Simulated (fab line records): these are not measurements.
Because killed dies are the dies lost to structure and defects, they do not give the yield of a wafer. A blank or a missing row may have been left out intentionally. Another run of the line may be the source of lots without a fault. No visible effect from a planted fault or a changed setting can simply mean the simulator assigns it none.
The tool behind it: which one?	flow n5_finfet	route of 1938 steps, sampled at 1 step: 10 lots, 30 wafers

WHAT EACH GAUGE READ, for each wafer
N5_MOL_CONTACT_COAG_CD_MEAS_84: the cd target is 25.1 nm.
lot	measured	on	cd_nm (nm)
L075	day 5 15:46	cd_sem-01	25.05 25.07 25.21
L077	day 5 23:56	cd_sem-02	25.22 25.32 24.54
L079	day 6 09:28	cd_sem-02	24.97 24.97 24.93
L082	day 7 06:11	cd_sem-02	25.28 24.97 25.29
L084	day 8 04:16	cd_sem-03	25.08 24.32 25.32
L087	day 8 13:57	cd_sem-01	25.60 25.52 25.22
L089	day 9 00:35	cd_sem-03	25.05 25.51 24.92
L091	day 9 12:38	cd_sem-03	25.63 25.31 25.06
L093	day 9 20:19	cd_sem-02	25.33 25.16 25.12
L097	day 10 21:50	cd_sem-03	25.16 25.09 24.62

WHAT TOOL EACH LOT RAN ON (gives the tool, then ch and the chambers of the sampled wafers, and finally the start)
No process step before these readings appears in the record.

THE ANSWER, worked out from the rows above alone
Rule: usual is defined by the lots themselves. Put in order of their means at a reading, lots are off if they are a third of the lots or fewer, leave a main group of 4 or more, and stand apart from it by a gap of 3 or more times the standard deviation of the main group's means; of several such gaps the widest counts. Not used: any main group whose means are identical at the precision the tables above print for the reading. Also off: a lot with no number at a reading for which 4 or more lots have one. Any other lot the step has rows for is counted as sound.
None of the lots is off at any reading shown; this tells nothing.

WHAT THE SIMULATOR PUT IN
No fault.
